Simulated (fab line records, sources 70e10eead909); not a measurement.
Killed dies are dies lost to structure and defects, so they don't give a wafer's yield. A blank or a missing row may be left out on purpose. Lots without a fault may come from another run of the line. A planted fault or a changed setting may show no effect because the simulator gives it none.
Chamber matching | flow nand_harc | NHARC_A_STAIRCASE_DESCUM_312 on rie_diel-01: 4 sister chambers
The step chemistry O2, time 3 s. 4 wafers are shown with their chamber, then 8 later ones without.

WAFERS WITH THEIR CHAMBER
wafer  | chamber | showerhead_plenum_p_Torr (Torr)
L089.1 | 2       | 1.95
L089.4 | 3       | 1.80
L089.5 | 0       | 2.04
L090.2 | 1       | 1.94

WAFERS WITHOUT THEIR CHAMBER
wafer  | showerhead_plenum_p_Torr (Torr)
L090.4 | 1.80
L090.5 | 2.04
L094.2 | 2.03
L094.3 | 1.95
L094.4 | 1.79
L097.3 | 2.03
L097.5 | 1.94
L097.6 | 1.79

WHICH CHAMBER EACH WENT THROUGH
wafer  | from the rows above     | in truth
L090.4 | 3                       | 3
L090.5 | 0                       | 0
L094.2 | 0                       | 0
L094.3 | can't be placed: 2 or 1 | 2
L094.4 | 3                       | 3
L097.3 | 0                       | 0
L097.5 | can't be placed: 1 or 2 | 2
L097.6 | 3                       | 3
Placed correctly: 6 of 8. Can't be placed from these rows: 2 (the true chamber is among the candidates in 2). Placed wrongly: 0.
How it was worked out, from the rows above alone: a wafer's distance from a chamber is the root of the sum, over the readings, of the square of ((its reading less the chamber's mean) divided by the reading's scatter). The wafer belongs to the nearest chamber; if the next one is less than 2 further off, it can't be placed. A chamber's mean is the mean of its shown wafers. The scatter: with one shown wafer a chamber, the root of the mean of the squares of how far each hidden wafer lies from its nearest shown one.
